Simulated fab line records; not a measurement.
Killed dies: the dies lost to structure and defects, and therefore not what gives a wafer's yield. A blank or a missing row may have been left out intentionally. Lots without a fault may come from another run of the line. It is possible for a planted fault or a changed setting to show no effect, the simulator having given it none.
fab line records ; flow n5Finfet
record lots=7; wafers=39
route steps=1938 shown BEOL_M0_SAQP@676 BEOL_M0_CUTY@711 BEOL_M0@715 BEOL_M1@811 BEOL_M4@1108 BEOL_M6@1260 BEOL_M9@1419 BEOL_M11@1573
startH: start of the lot's first displayed wafer, in hours after the record's first day ; waitH: hours from the lot's prior step to this one ; " the same as in the row above ; L1.1+2: a row that stands for several wafers ; - either no value or no given start ; * or withheld: withheld ; < > ~ a bound
route shown NAME@n: names a module that has steps shown in the file, with the first one's number in the route ; usual: the fault-free wafers' mean and standard deviation ; same: alike in all rows ; chamber/n: place in a boat ; sites: the reading at each site ; _std_site: how widely they spread, as a standard deviation ; _edge_site: inner sites' mean taken away from outer sites' mean ; radiusMm: how far each site lies from the wafer's centre ; mask NAME#n: copy n ; behind: the last tool/chamber to shape the wafer ; hold: why the lot was held/for how many hours/how that ended ; device: transistor that didn't switch, given as n, p or np ; end of line: the route-end tests of the same wafers ; a step without rows: its recipe alone ; killed: dies that structure and defects cost at the first sort, which is not the same as the wafer's yield ; map: a wafer's dies, x killed, . not, _ none there
set.NAME: the setting as run; set.NAME@STEP: as run at that earlier step ; model.NAME: the simulator's own value behind a step, which no gauge read
lots where settings were altered on purpose, with a table for each step and a row for each wafer
## steps
# step N5_BEOL_M0_SAQP_SPACER2_ALD_26
# recipe material=SiO2; targetThkA=150; tempC=300; aldPrecursorFamily=BDEAS; aldCoReactant=O2-plasma; pulseTimeS=1; purgeTimeS=2; coReactantPurgeTimeS=2; pressureTorr=2
lot.wafer;tool;chamber;startH;waitH;set.targetThkA;model.SiO2_of_BEOL_M0_SAQP_SPACER2_ALD_26.thkNm
L080.1+3+4;aldSin-01;1,0,2;149.34;0.1;150;15
L080.2+6;aldSin-01;3;149.34;0.1;112.9;11.4
L080.5;aldSin-01;0;149.34;0.1;112.9;11.2
L082.1+2;aldSin-01;0,3;156.76;0.1;125.4;12.6
L082.3;aldSin-01;2;156.76;0.1;125.4;12.4
L082.4+5+6;aldSin-01;1,3,0;156.76;0.1;150;15
L088.1+4+5;aldSin-01;2,3,2;192.91;0.1;150;14.8
L088.2+6;aldSin-01;1;192.91;0.1;181.5;18
L088.3;aldSin-01;0;192.91;0.1;181.5;18.2
L092.2;aldSin-02;1;217.83;1.1;150;15.2
L092.3+6;aldSin-02;0,2;217.83;1.1;150;15
L094.1+2+4;aldSin-04;2,0,3;227.86;0.1;67.72;6.8
L094.3+5+6;aldSin-04;1,1,2;227.86;0.1;150;15
L095.1;aldSin-02;3;235.82;0.5;150;14.8
L095.2+5;aldSin-02;0,1;235.82;0.5;90.03;9
L095.3+6;aldSin-02;2,0;235.82;0.5;150;15
L095.4;aldSin-02;1;235.82;0.5;90.03;9.2
L097.1+2+3;aldSin-01;3,2,1;254.58;1.4;150;14.8
L097.4+5+6;aldSin-01;0,1,0;254.58;1.4;150;15
# step N5_BEOL_M0_SAQP_SPACER2_ETCHBACK_27
# recipe chemistry=CHF3/O2; mode=anisotropicEtchback; target=SiO2; targetDepthA=225; timeS=11.25; pressureMtorr=30; sourceW=650; biasW=170; Ar_flow_sccm=200; CHF3_flow_sccm=50; O2_flow_sccm=5; ionEnergyEv=200
# step N5_BEOL_M0_SAQP_MANDREL2_REMOVE_110
# recipe chemistry=HBr/Cl2/O2; btTimeS=10; target=a-Si; stopOn=SiCN; endpoint=OES-SiCl; overEtchFrac=1; icpW=600; biasW=30; HBr_flow_sccm=150; Cl2_flow_sccm=80; O2_flow_sccm=5; pressureMtorr=10
lot.wafer;tool;chamber;startH;waitH;set.targetThkA@BEOL_M0_SAQP_SPACER2_ALD_26;model.BEOL_M0_SAQP.cdNm;model.SiO2_of_BEOL_M0_SAQP_SPACER2_ALD_26.thkNm
L080.1+4;rieSi-05;1,0;150.14;0.1;150;15;10.6
L080.2;rieSi-05;3;150.14;0.1;112.9;11.4;7
L080.3;rieSi-05;2;150.14;0.1;150;14.8;10.6
L080.5;rieSi-05;1;150.14;0.1;112.9;11.2;6.8
L080.6;rieSi-05;2;150.14;0.1;112.9;11.2;7
L082.1;rieSi-04;1;157.40;0.1;125.4;12.4;8
L082.2;rieSi-04;2;157.40;0.1;125.4;12.6;8.2
L082.3;rieSi-04;3;157.40;0.1;125.4;12.8;8
L082.4+5+6;rieSi-04;0,1,0;157.40;0.1;150;15;10.6
L088.1+4;rieSi-05;3,1;193.55;0.1;150;14.8;10.4
L088.2+6;rieSi-05;2;193.55;0.1;181.5;17.8;13.6
L088.3;rieSi-05;0;193.55;0.1;181.5;18;13.8
L088.5;rieSi-05;1;193.55;0.1;150;14.6;10.4
L092.2;rieSi-05;0;218.67;0.1;150;15;10.8
L092.3;rieSi-05;2;218.67;0.1;150;15;10.6
L092.6;rieSi-05;3;218.67;0.1;150;15.2;10.6
L094.1+2;rieSi-03;2,1;228.50;0.1;67.72;6.8;3
L094.3;rieSi-03;0;228.50;0.1;150;15.2;10.6
L094.4;rieSi-03;3;228.50;0.1;67.72;7;3
L094.5;rieSi-03;2;228.50;0.1;150;14.8;10.6
L094.6;rieSi-03;1;228.50;0.1;150;15;10.6
L095.1;rieSi-04;2;236.49;0.1;150;15;10.4
L095.2+5;rieSi-04;1,0;236.49;0.1;90.03;9;4.6
L095.3;rieSi-04;0;236.49;0.1;150;15;10.6
L095.4;rieSi-04;3;236.49;0.1;90.03;9.4;4.8
L095.6;rieSi-04;3;236.49;0.1;150;15.4;10.6
L097.1+3;rieSi-05;2,3;255.24;0.1;150;14.8;10.4
L097.2;rieSi-05;1;255.24;0.1;150;15;10.4
L097.4+5+6;rieSi-05;0,2,3;255.24;0.1;150;15;10.6
# step N5_BEOL_M0_SAQP_CD_MEAS_29
# recipe targetCdNm=14.4; landingEnergyEv=1000; detector=seInlens
# usual cdNm=14.99/0.26
lot.wafer;tool;chamber;startH;waitH;set.targetThkA@BEOL_M0_SAQP_SPACER2_ALD_26;cdNm
L080.1;cdSem-02;0;150.25;0.1;150;14.86
L080.2;cdSem-02;0;150.25;0.1;112.9;11.66
L080.3;cdSem-02;0;150.25;0.1;150;14.88
L080.4;cdSem-02;0;150.25;0.1;150;14.83
L080.5;cdSem-02;0;150.25;0.1;112.9;11.53
L080.6;cdSem-02;0;150.25;0.1;112.9;11.32
L082.1;cdSem-03;0;157.50;0.1;125.4;12.74
L082.2;cdSem-03;0;157.50;0.1;125.4;12.36
L082.3;cdSem-03;0;157.50;0.1;125.4;12.69
L082.4;cdSem-03;0;157.50;0.1;150;14.89
L082.5;cdSem-03;0;157.50;0.1;150;15.00
L082.6;cdSem-03;0;157.50;0.1;150;15.21
L088.1;cdSem-01;0;193.66;0.1;150;14.85
L088.2;cdSem-01;0;193.66;0.1;181.5;17.65
L088.3;cdSem-01;0;193.66;0.1;181.5;17.71
L088.4;cdSem-01;0;193.66;0.1;150;14.76
L088.5;cdSem-01;0;193.66;0.1;150;14.86
L088.6;cdSem-01;0;193.66;0.1;181.5;18.29
L092.2;cdSem-03;0;218.78;0.1;150;15.20
L092.3;cdSem-03;0;218.78;0.1;150;15.03
L092.6;cdSem-03;0;218.78;0.1;150;14.94
L094.1;cdSem-03;0;228.62;0.1;67.72;6.68
L094.2;cdSem-03;0;228.62;0.1;67.72;7.17
L094.3;cdSem-03;0;228.62;0.1;150;15.06
L094.4;cdSem-03;0;228.62;0.1;67.72;7.14
L094.5;cdSem-03;0;228.62;0.1;150;14.99
L094.6;cdSem-03;0;228.62;0.1;150;15.04
L095.1;cdSem-03;0;236.60;0.1;150;15.38
L095.2;cdSem-03;0;236.60;0.1;90.03;9.03
L095.3;cdSem-03;0;236.60;0.1;150;15.14
L095.4;cdSem-03;0;236.60;0.1;90.03;9.65
L095.5;cdSem-03;0;236.60;0.1;90.03;9.12
L095.6;cdSem-03;0;236.60;0.1;150;15.65
L097.1;cdSem-02;0;255.35;0.1;150;14.77
L097.2;cdSem-02;0;255.35;0.1;150;14.81
L097.3;cdSem-02;0;255.35;0.1;150;14.85
L097.4;cdSem-02;0;255.35;0.1;150;14.55
L097.5;cdSem-02;0;255.35;0.1;150;15.03
L097.6;cdSem-02;0;255.35;0.1;150;15.12
# step N5_BEOL_M0_SAQP_COAT_69
# recipe resist=SOC; tempC=250; timeS=60; spinRpm=1500; resistThkNm=90
# step N5_BEOL_M0_SAQP_COAT_72
# recipe resist=SiARC; tempC=220; timeS=60; spinRpm=1500; resistThkNm=15
# step N5_BEOL_M0_CUTY_DESCUM_61
# recipe chemistry=O2; timeS=7.9; sourcePowerW=50; biasPowerW=20; pressureMtorr=20; rfFrequencyHz=2.712e+07; tempC=40; resist=CAR-ArF-block; o2FlowSccm=225
# step N5_BEOL_M0_CUTY_ETCH_62
# recipe chemistry=CF4; target=SiARC; maskMaterial=CAR-ArF-block; timeS=58.5; ionEnergyEv=80; pressureMtorr=40; sourceW=545; biasW=36; Ar_flow_sccm=100; cf4FlowSccm=100; ends=cleared
# step N5_BEOL_M0_CUTY_ETCH_63
# recipe chemistry=N2/H2; target=SOC; targetDepthA=827; overetchA=165; maskMaterial=SiARC; tempC=40; ionEnergyEv=200; timeS=124; pressureMtorr=30; sourceW=840; biasW=150; n2FlowSccm=200; h2FlowSccm=200
lot.wafer;tool;chamber;startH;waitH;set.targetThkA@BEOL_M0_SAQP_SPACER2_ALD_26;model.SiO2_of_BEOL_M0_SAQP_SPACER2_ALD_26.thkNm
L080.1+4;rieDiel-05;1,0;152.45;0.0;150;7
L080.2;rieDiel-05;2;152.45;0.0;112.9;3.6
L080.3;rieDiel-05;3;152.45;0.0;150;7.2
L080.5+6;rieDiel-05;2,1;152.45;0.0;112.9;3.4
L082.1+3;rieDiel-01;0,3;159.49;0.0;125.4;4.6
L082.2;rieDiel-01;2;159.49;0.0;125.4;4.8
L082.4+5;rieDiel-01;1;159.49;0.0;150;7.2
L082.6;rieDiel-01;0;159.49;0.0;150;7
L088.1+4+5;rieDiel-04;2,3,2;195.52;0.0;150;6.8
L088.2+3+6;rieDiel-04;1,0,1;195.52;0.0;181.5;10.2
L092.2;rieDiel-05;1;221.19;0.0;150;7
L092.3;rieDiel-05;2;221.19;0.0;150;7.2
L092.6;rieDiel-05;3;221.19;0.0;150;7.4
L094.1+2+4;rieDiel-04;1,2,0;230.52;0.0;67.72;1.4
L094.3+6;rieDiel-04;3;230.52;0.0;150;7
L094.5;rieDiel-04;2;230.52;0.0;150;6.8
L095.1+3+6;rieDiel-01;1,3,3;238.61;0.0;150;7.2
L095.2+4+5;rieDiel-01;2,1,2;238.61;0.0;90.03;2.2
L097.1+2+5;rieDiel-04;2,3,2;257.30;0.0;150;6.8
L097.3+4+6;rieDiel-04;0,1,1;257.30;0.0;150;7
# step N5_BEOL_M0_CUTY_STRIP_64
# recipe chemistry=N2/H2; tempC=40; n2FlowSccm=200; h2FlowSccm=200; rfFrequencyHz=6e+07
# step N5_BEOL_M0_ETCH_138
# recipe chemistry=CH3F/O2; targetDepthA=120; target=SiCN; timeS=31.6; ionEnergyEv=120; pressureMtorr=30; sourceW=395; biasW=75; Ar_flow_sccm=150; CH3F_flow_sccm=30; O2_flow_sccm=20; ends=cleared
lot.wafer;tool;chamber;startH;waitH;set.targetThkA@BEOL_M0_SAQP_SPACER2_ALD_26;model.SiO2_of_BEOL_M0_SAQP_SPACER2_ALD_26.thkNm
L080.1+4;rieDiel-05;1,0;152.58;0.0;150;5
L080.2;rieDiel-05;2;152.58;0.0;112.9;1.8
L080.3;rieDiel-05;3;152.58;0.0;150;5.2
L080.5+6;rieDiel-05;2,1;152.58;0.0;112.9;1.6
L082.1+2+3;rieDiel-01;0,2,3;159.61;0.0;125.4;2.6
L082.4;rieDiel-01;1;159.61;0.0;150;5
L082.5;rieDiel-01;1;159.61;0.0;150;5.2
L082.6;rieDiel-01;0;159.61;0.0;150;4.8
L088.1+4+5;rieDiel-04;2,3,2;195.65;0.0;150;4.8
L088.2+3+6;rieDiel-04;1,0,1;195.65;0.0;181.5;8.2
L092.2+3;rieDiel-05;1,2;221.31;0.0;150;5.2
L092.6;rieDiel-05;3;221.31;0.0;150;5.4
L094.1;rieDiel-04;1;230.65;0.0;67.72;0.6
L094.2+4;rieDiel-04;2,0;230.65;0.0;67.72;0.8
L094.3+6;rieDiel-04;3;230.65;0.0;150;5
L094.5;rieDiel-04;2;230.65;0.0;150;4.8
L095.1+3+6;rieDiel-01;1,3,3;238.73;0.0;150;5
L095.2+4+5;rieDiel-01;2,1,2;238.73;0.0;90.03;1
L097.1+3+5;rieDiel-04;2,0,2;257.43;0.0;150;4.8
L097.2;rieDiel-04;3;257.43;0.0;150;4.6
L097.4+6;rieDiel-04;1;257.43;0.0;150;5
# step N5_BEOL_M0_HM_OPEN_105
# recipe chemistry=Cl2/BCl3; targetDepthA=120; target=TiN; ionEnergyEv=150; pressureMtorr=10; icpW=1000; biasW=126; Cl2_flow_sccm=53.25; bcl3FlowSccm=21.75; Ar_flow_sccm=25
lot.wafer;tool;chamber;startH;waitH;set.targetThkA@BEOL_M0_SAQP_SPACER2_ALD_26;model.SiO2_of_BEOL_M0_SAQP_SPACER2_ALD_26.thkNm
L080.1;rieMetal-01;1;153.55;0.9;150;2.4
L080.2+5+6;rieMetal-01;0,1,0;153.55;0.9;112.9;0.8
L080.3+4;rieMetal-01;1,0;153.55;0.9;150;2.6
L082.1+2+3;rieMetal-03;0;167.15;7.5;125.4;1.2
L082.4+5;rieMetal-03;0;167.15;7.5;150;2.8
L082.6;rieMetal-03;0;167.15;7.5;150;2.6
L088.1;rieMetal-03;0;197.28;1.6;150;2.6
L088.2;rieMetal-03;1;197.28;1.6;181.5;5.6
L088.3;rieMetal-03;0;197.28;1.6;181.5;6
L088.4;rieMetal-03;1;197.28;1.6;150;2.4
L088.5;rieMetal-03;1;197.28;1.6;150;2.2
L088.6;rieMetal-03;0;197.28;1.6;181.5;5.8
L092.2;rieMetal-03;1;222.93;1.6;150;2.6
L092.3+6;rieMetal-03;0;222.93;1.6;150;3
L094.1+2+4;rieMetal-02;0;232.28;1.6;67.72;0.4
L094.3+5+6;rieMetal-02;0;232.28;1.6;150;2.6
L095.1+6;rieMetal-03;1;245.01;6.2;150;2.6
L095.2+4+5;rieMetal-03;0,1,0;245.01;6.2;90.03;0.6
L095.3;rieMetal-03;0;245.01;6.2;150;2.8
L097.1+2+5;rieMetal-01;1,0,1;260.31;2.8;150;2.2
L097.3;rieMetal-01;1;260.31;2.8;150;2.4
L097.4+6;rieMetal-01;0;260.31;2.8;150;2.6
# step N5_BEOL_M1_ALD_84
# recipe material=TaN; targetThkA=*; tempC=275; aldPrecursorFamily=PDMAT; aldCoReactant=NH3; pressureTorr=3; carrierFlowSccm=1500; pulseTimeS=2; purgeTimeS=3; coReactantPurgeTimeS=2; coReactantPulseTimeS=3; aldCycles=30; precursorVesselTempC=75; precursorVesselPressureTorr=26.25; precursorVesselCarrierSccm=1000
lot.wafer;tool;chamber;startH;waitH;set.aldCycles;model.TaN_of_BEOL_M1_ALD_84.thkNm
L080.1+2+4+6;aldMetal-01;2,3,0,2;184.44;0.0;30;*
L080.3+5;aldMetal-01;1;184.44;0.0;30;*
L082.1+5;aldMetal-02;1,3;184.52;0.0;30;*
L082.2+4+6;aldMetal-02;2,0,0;184.52;0.0;44;*
L082.3;aldMetal-02;3;184.52;0.0;30;*
L088.1+5+6;aldMetal-04;0,0,1;209.51;0.1;47;*
L088.2+3;aldMetal-04;2,3;209.51;0.1;30;*
L088.4;aldMetal-04;1;209.51;0.1;30;*
L092.2+3;aldMetal-01;1,3;251.17;0.1;30;*
L092.6;aldMetal-01;2;251.17;0.1;30;*
L094.1+3+6;aldMetal-02;0,2,3;262.86;0.0;45;*
L094.2+5;aldMetal-02;1,2;262.86;0.0;30;*
L094.4;aldMetal-02;3;262.86;0.0;30;*
L095.1+2+4;aldMetal-02;2,0,3;280.14;0.1;30;*
L095.3+5+6;aldMetal-02;1,0,1;280.14;0.1;30;*
L097.1+2+3;aldMetal-02;2,1,0;288.97;0.0;18;*
L097.4+5+6;aldMetal-02;3,3,2;288.97;0.0;30;*
# step N5_BEOL_M4_DEP_57
# recipe material=SiCN; targetThkA=80; tempC=withheld; precursor=3MS/NH3; pressureTorr=3; rfW=202; timeS=14
lot.wafer;tool;chamber;startH;waitH;set.targetThkA;model.SiCN_of_BEOL_M4_DEP_57.thkNm
L082.1;pecvd-02;2;250.43;0.0;60.1;5.8
L082.2+6;pecvd-02;1,2;250.43;0.0;80;8
L082.3;pecvd-02;0;250.43;0.0;80;7.4
L082.4;pecvd-02;0;250.43;0.0;60.1;5.6
L082.5;pecvd-02;1;250.43;0.0;60.1;6
L080.1;pecvd-02;2;261.50;0.0;49.01;4.8
L080.2;pecvd-02;0;261.50;0.0;49.01;4.6
L080.3+5;pecvd-02;1;261.50;0.0;80;8
L080.4;pecvd-02;2;261.50;0.0;49.01;5
L080.6;pecvd-02;0;261.50;0.0;80;7.6
L088.1+2;pecvd-04;1,2;277.81;0.0;80;8
L088.3+4;pecvd-04;0,2;277.81;0.0;50.7;5.2
L088.5;pecvd-04;0;277.81;0.0;80;8.2
L088.6;pecvd-04;1;277.81;0.0;50.7;5
L092.2+3;pecvd-02;2;323.51;0.0;80;8
L092.6;pecvd-02;0;323.51;0.0;80;7.8
L094.1+4+6;pecvd-03;2,1,2;331.13;0.0;124;12.2
L094.2;pecvd-03;1;331.13;0.0;80;7.6
L094.3+5;pecvd-03;2,1;331.13;0.0;80;7.8
L095.1+4+5;pecvd-02;1,2,1;345.86;0.0;80;8
L095.2+3+6;pecvd-02;2,0,0;345.86;0.0;80;7.8
L097.1;pecvd-04;1;349.30;0.0;80;8
L097.2+5;pecvd-04;0;349.30;0.0;36.19;3.8
L097.3;pecvd-04;2;349.30;0.0;80;7.8
L097.4;pecvd-04;1;349.30;0.0;80;8.2
L097.6;pecvd-04;2;349.30;0.0;36.19;3.6
# step N5_BEOL_M6_DEP_56
# recipe material=SiCN; targetThkA=100; tempC=withheld; precursor=3MS/NH3; pressureTorr=3; rfW=202; timeS=17.5
lot.wafer;tool;chamber;startH;waitH;set.targetThkA;model.SiCN_of_BEOL_M6_DEP_56.thkNm
L082.1;pecvd-03;0;272.53;0.0;130.1;13
L082.2+3;pecvd-03;1,2;272.53;0.0;100;10.2
L082.4;pecvd-03;0;272.53;0.0;130.1;13.4
L082.5;pecvd-03;1;272.53;0.0;100;10.4
L082.6;pecvd-03;2;272.53;0.0;130.1;13.2
L080.1;pecvd-04;1;282.81;0.0;100;9.6
L080.2;pecvd-04;2;282.81;0.0;100;9.8
L080.3+4+6;pecvd-04;0,1,0;282.81;0.0;100;10
L080.5;pecvd-04;2;282.81;0.0;100;10.2
L088.1+4;pecvd-03;1,0;303.79;0.0;53.01;5.6
L088.2;pecvd-03;0;303.79;0.0;53.01;5.4
L088.3;pecvd-03;2;303.79;0.0;100;10
L088.5;pecvd-03;2;303.79;0.0;100;10.2
L088.6;pecvd-03;1;303.79;0.0;100;10.4
L092.2;pecvd-03;0;343.80;0.0;100;9.8
L092.3+6;pecvd-03;2,1;343.80;0.0;100;10
L094.1+2+3+6;pecvd-03;1,2,0,1;356.21;0.0;100;10
L094.4+5;pecvd-03;2,0;356.21;0.0;100;10.2
L095.1;pecvd-01;2;369.29;0.0;100;10
L095.2+3+4+5+6;pecvd-01;0,2,0,2,0;369.29;0.0;100;10.2
L097.1+3;pecvd-01;2;370.58;0.0;100;10.2
L097.2+6;pecvd-01;0;370.58;0.0;83.73;8.6
L097.4;pecvd-01;0;370.58;0.0;83.73;8.8
L097.5;pecvd-01;2;370.58;0.0;100;10.4
# step N5_BEOL_M9_ETCH_62
# recipe chemistry=N2/H2; target=SOC; targetDepthA=1100; overetchA=220; maskMaterial=SiARC; tempC=40; timeS=165; ionEnergyEv=200; pressureMtorr=30; sourceW=840; biasW=150; n2FlowSccm=200; h2FlowSccm=200
lot.wafer;tool;chamber;startH;waitH;set.timeS;model.SiARC_of_BEOL_M9_COAT_60.thkNm
L082.1+5;rieDiel-02;0;292.46;0.0;165;23.8
L082.2;rieDiel-02;3;292.46;0.0;165;24
L082.3;rieDiel-02;1;292.46;0.0;138.9;24
L082.4+6;rieDiel-02;2,1;292.46;0.0;138.9;24.2
L080.1;rieDiel-02;2;300.36;0.0;165;23.4
L080.2+4;rieDiel-02;0,3;300.36;0.0;165;24
L080.3+5;rieDiel-02;1;300.36;0.0;165;23
L080.6;rieDiel-02;0;300.36;0.0;165;23.8
L088.1+4;rieDiel-02;3,0;326.36;0.0;165;24
L088.2;rieDiel-02;0;326.36;0.0;221.7;21.6
L088.3;rieDiel-02;2;326.36;0.0;221.7;21
L088.5;rieDiel-02;2;326.36;0.0;165;23.2
L088.6;rieDiel-02;3;326.36;0.0;221.7;22
L092.2;rieDiel-02;0;362.72;0.0;165;24
L092.3+6;rieDiel-02;2;362.72;0.0;165;23.4
L094.1;rieDiel-02;2;378.39;0.0;165;23.4
L094.2+6;rieDiel-02;3;378.39;0.0;165;24
L094.3;rieDiel-02;1;378.39;0.0;140.2;24.2
L094.4;rieDiel-02;0;378.39;0.0;140.2;24.8
L094.5;rieDiel-02;2;378.39;0.0;140.2;24.4
L097.1+6;rieDiel-06;3;394.49;0.0;165;23.6
L097.2+3+5;rieDiel-06;0,2,2;394.49;0.0;75.2;27.2
L097.4;rieDiel-06;1;394.49;0.0;165;23.4
L095.1+2+6;rieDiel-06;1,3,1;402.37;0.0;165;23.4
L095.3+5;rieDiel-06;0;402.37;0.0;165;23.8
L095.4;rieDiel-06;2;402.37;0.0;165;24
# step N5_BEOL_M9_STRIP_68
# recipe chemistry=N2/H2; tempC=40; n2FlowSccm=200; h2FlowSccm=200; rfFrequencyHz=6e+07
# step N5_BEOL_M9_STRIP_67
# recipe chemistry=CF4; resist=SiARC; powerW=300; biasPowerW=75; pressureMtorr=50; cf4FlowSccm=150; rfFrequencyHz=6e+07
# step N5_BEOL_M9_HM_OPEN_17
# recipe chemistry=Cl2/BCl3; targetDepthA=200; overetchA=60; target=TiN; maskMaterial=SOC; ionEnergyEv=150; pressureMtorr=10; icpW=1000; biasW=126; Cl2_flow_sccm=53.25; bcl3FlowSccm=21.75; Ar_flow_sccm=25
# usual oesProductAu=0.71/0.046
lot.wafer;tool;chamber;startH;waitH;set.timeS@BEOL_M9_ETCH_62;oesProductAu
L082.1;rieMetal-02;0;292.65;0.0;165;0.68
L082.2;rieMetal-02;1;292.65;0.0;165;0.71
L082.3;rieMetal-02;1;292.65;0.0;138.9;0.70
L082.4;rieMetal-02;0;292.65;0.0;138.9;0.68
L082.5;rieMetal-02;1;292.65;0.0;165;0.70
L082.6;rieMetal-02;0;292.65;0.0;138.9;0.67
L080.1;rieMetal-01;1;300.54;0.0;165;0.73
L080.2;rieMetal-01;0;300.54;0.0;165;0.73
L080.3;rieMetal-01;0;300.54;0.0;165;0.73
L080.4;rieMetal-01;1;300.54;0.0;165;0.72
L080.5;rieMetal-01;0;300.54;0.0;165;0.73
L080.6;rieMetal-01;1;300.54;0.0;165;0.72
L088.1;rieMetal-01;1;326.54;0.0;165;0.72
L088.2;rieMetal-01;0;326.54;0.0;221.7;0.62
L088.3;rieMetal-01;1;326.54;0.0;221.7;0.60
L088.4;rieMetal-01;0;326.54;0.0;165;0.73
L088.5;rieMetal-01;1;326.54;0.0;165;0.72
L088.6;rieMetal-01;0;326.54;0.0;221.7;0.63
L092.2;rieMetal-02;0;362.91;0.0;165;0.66
L092.3;rieMetal-02;1;362.91;0.0;165;0.67
L092.6;rieMetal-02;0;362.91;0.0;165;0.66
L094.1;rieMetal-01;0;378.57;0.0;165;0.72
L094.2;rieMetal-01;1;378.57;0.0;165;0.71
L094.3;rieMetal-01;1;378.57;0.0;140.2;0.70
L094.4;rieMetal-01;0;378.57;0.0;140.2;0.72
L094.5;rieMetal-01;0;378.57;0.0;140.2;0.72
L094.6;rieMetal-01;1;378.57;0.0;165;0.71
L097.1;rieMetal-01;0;394.68;0.0;165;0.72
L097.2;rieMetal-01;1;394.68;0.0;75.2;0.30
L097.3;rieMetal-01;0;394.68;0.0;75.2;0.31
L097.4;rieMetal-01;1;394.68;0.0;165;0.70
L097.5;rieMetal-01;1;394.68;0.0;75.2;0.30
L097.6;rieMetal-01;0;394.68;0.0;165;0.70
L095.1;rieMetal-02;1;402.56;0.0;165;0.68
L095.2;rieMetal-02;0;402.56;0.0;165;0.66
L095.3;rieMetal-02;1;402.56;0.0;165;0.68
L095.4;rieMetal-02;0;402.56;0.0;165;0.65
L095.5;rieMetal-02;1;402.56;0.0;165;0.67
L095.6;rieMetal-02;0;402.56;0.0;165;0.66
# step N5_BEOL_M11_ETCH_66
# recipe chemistry=N2/H2; target=SOC; targetDepthA=1200; overetchA=240; maskMaterial=SiARC; tempC=40; timeS=180; ionEnergyEv=200; pressureMtorr=30; sourceW=840; biasW=150; n2FlowSccm=200; h2FlowSccm=200
lot.wafer;tool;chamber;startH;waitH;set.timeS;model.SiARC_of_BEOL_M11_COAT_64.thkNm
L082.1;rieDiel-02;2;311.90;0.0;265.6;18.8
L082.2;rieDiel-02;0;311.90;0.0;265.6;19.8
L082.3;rieDiel-02;1;311.90;0.0;265.6;18.2
L082.4+5;rieDiel-02;3;311.90;0.0;180;23.4
L082.6;rieDiel-02;0;311.90;0.0;180;23
L080.1+6;rieDiel-06;0,3;320.69;0.0;115;25.6
L080.2;rieDiel-06;2;320.69;0.0;180;23.2
L080.3+5;rieDiel-06;3,2;320.69;0.0;180;23
L080.4;rieDiel-06;1;320.69;0.0;115;25.2
L088.1+5;rieDiel-06;1;347.36;0.0;180;22.6
L088.2;rieDiel-06;0;347.36;0.0;180;23.2
L088.3+4+6;rieDiel-06;3,3,0;347.36;0.0;180;23
L092.2+3;rieDiel-02;3,0;384.75;0.0;180;23.2
L092.6;rieDiel-02;1;384.75;0.0;180;22.2
L094.1+5;rieDiel-06;1;405.05;0.0;143.3;23.8
L094.2;rieDiel-06;0;405.05;0.0;143.3;24.2
L094.3;rieDiel-06;2;405.05;0.0;180;23
L094.4;rieDiel-06;3;405.05;0.0;180;22.6
L094.6;rieDiel-06;2;405.05;0.0;180;23.2
L097.1;rieDiel-03;0;419.39;0.0;180;23
L097.2+5;rieDiel-03;1,2;419.39;0.0;124.2;24.8
L097.3;rieDiel-03;3;419.39;0.0;180;22.4
L097.4;rieDiel-03;2;419.39;0.0;124.2;25
L097.6;rieDiel-03;1;419.39;0.0;180;22.6
L095.1;rieDiel-06;3;421.95;0.0;180;22.8
L095.2;rieDiel-06;0;421.95;0.0;245.9;20.4
L095.3;rieDiel-06;1;421.95;0.0;245.9;19.8
L095.4;rieDiel-06;2;421.95;0.0;180;23.2
L095.5;rieDiel-06;1;421.95;0.0;180;22.4
L095.6;rieDiel-06;2;421.95;0.0;245.9;20.6
## key
split step=N5_BEOL_M0_SAQP_SPACER2_ALD_26; setting=targetThkA; stated=150; by=wafer
response step=N5_BEOL_M0_SAQP_SPACER2_ALD_26; reading=model.SiO2_of_BEOL_M0_SAQP_SPACER2_ALD_26.thkNm; change=+0.149; per=1%; r=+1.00
response step=N5_BEOL_M0_SAQP_MANDREL2_REMOVE_110; reading=model.BEOL_M0_SAQP.cdNm; change=+0.149; per=1%; r=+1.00
response step=N5_BEOL_M0_SAQP_MANDREL2_REMOVE_110; reading=model.SiO2_of_BEOL_M0_SAQP_SPACER2_ALD_26.thkNm; change=+0.144; per=1%; r=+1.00
response step=N5_BEOL_M0_SAQP_CD_MEAS_29; reading=cdNm; change=+0.147; per=1%; r=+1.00
response step=N5_BEOL_M0_CUTY_ETCH_63; reading=model.SiO2_of_BEOL_M0_SAQP_SPACER2_ALD_26.thkNm; change=+0.119; per=1%; r=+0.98
response step=N5_BEOL_M0_ETCH_138; reading=model.SiO2_of_BEOL_M0_SAQP_SPACER2_ALD_26.thkNm; change=+0.0987; per=1%; r=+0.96
response step=N5_BEOL_M0_HM_OPEN_105; reading=model.SiO2_of_BEOL_M0_SAQP_SPACER2_ALD_26.thkNm; shape=bent; atLowest=0.4; atStated=2.567; atHighest=5.8
split step=N5_BEOL_M1_ALD_84; setting=aldCycles; stated=30; by=wafer
response step=N5_BEOL_M1_ALD_84; reading=model.TaN_of_BEOL_M1_ALD_84.thkNm; change=*; per=1%; r=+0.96
split step=N5_BEOL_M4_DEP_57; setting=targetThkA; stated=80; by=wafer
response step=N5_BEOL_M4_DEP_57; reading=model.SiCN_of_BEOL_M4_DEP_57.thkNm; change=+0.0796; per=1%; r=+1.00
split step=N5_BEOL_M6_DEP_56; setting=targetThkA; stated=100; by=wafer
response step=N5_BEOL_M6_DEP_56; reading=model.SiCN_of_BEOL_M6_DEP_56.thkNm; change=+0.0987; per=1%; r=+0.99
split step=N5_BEOL_M9_ETCH_62; setting=timeS; stated=165; by=wafer
response step=N5_BEOL_M9_ETCH_62; reading=model.SiARC_of_BEOL_M9_COAT_60.thkNm; change=-0.0627; per=1%; r=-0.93
response step=N5_BEOL_M9_HM_OPEN_17; reading=oesProductAu; shape=bent; atLowest=0.31; atStated=0.70; atHighest=0.62
split step=N5_BEOL_M11_ETCH_66; setting=timeS; stated=180; by=wafer
response step=N5_BEOL_M11_ETCH_66; reading=model.SiARC_of_BEOL_M11_COAT_64.thkNm; change=-0.0755; per=1%; r=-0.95
